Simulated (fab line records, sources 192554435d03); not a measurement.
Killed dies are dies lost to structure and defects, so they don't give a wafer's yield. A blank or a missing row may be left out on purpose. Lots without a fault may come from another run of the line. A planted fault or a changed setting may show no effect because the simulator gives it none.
Chamber matching | flow n5_finfet | N5_BEOL_M8_ETCH_62 on rie_diel-04: 4 sister chambers
The step etches SOC in N2/H2, target depth 110 nm, overetch 22 nm, time 165 s. 4 wafers are shown with their chamber, then 9 later ones without.

WAFERS WITH THEIR CHAMBER
wafer  | chamber | throttle_valve_pct (%)
L084.2 | 2       | 18.02
L084.5 | 3       | 17.84
L085.1 | 0       | 17.65
L085.6 | 1       | 17.36

WAFERS WITHOUT THEIR CHAMBER
wafer  | throttle_valve_pct (%)
L092.1 | 17.66
L092.3 | 18.06
L092.5 | 17.38
L096.1 | 17.39
L096.2 | 17.68
L096.3 | 18.08
L097.2 | 17.38
L097.4 | 17.68
L097.6 | 17.46

WHICH CHAMBER EACH WENT THROUGH
wafer  | from the rows above     | in truth
L092.1 | 0                       | 0
L092.3 | 2                       | 2
L092.5 | 1                       | 1
L096.1 | 1                       | 1
L096.2 | 0                       | 0
L096.3 | 2                       | 2
L097.2 | 1                       | 1
L097.4 | 0                       | 0
L097.6 | can't be placed: 1 or 0 | 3
Placed correctly: 8 of 9. Can't be placed from these rows: 1 (the true chamber is among the candidates in 0). Placed wrongly: 0.
How it was worked out, from the rows above alone: a wafer's distance from a chamber is the root of the sum, over the readings, of the square of ((its reading less the chamber's mean) divided by the reading's scatter). The wafer belongs to the nearest chamber; if the next one is less than 2 further off, it can't be placed. A chamber's mean is the mean of its shown wafers. The scatter: with one shown wafer a chamber, the root of the mean of the squares of how far each hidden wafer lies from its nearest shown one.
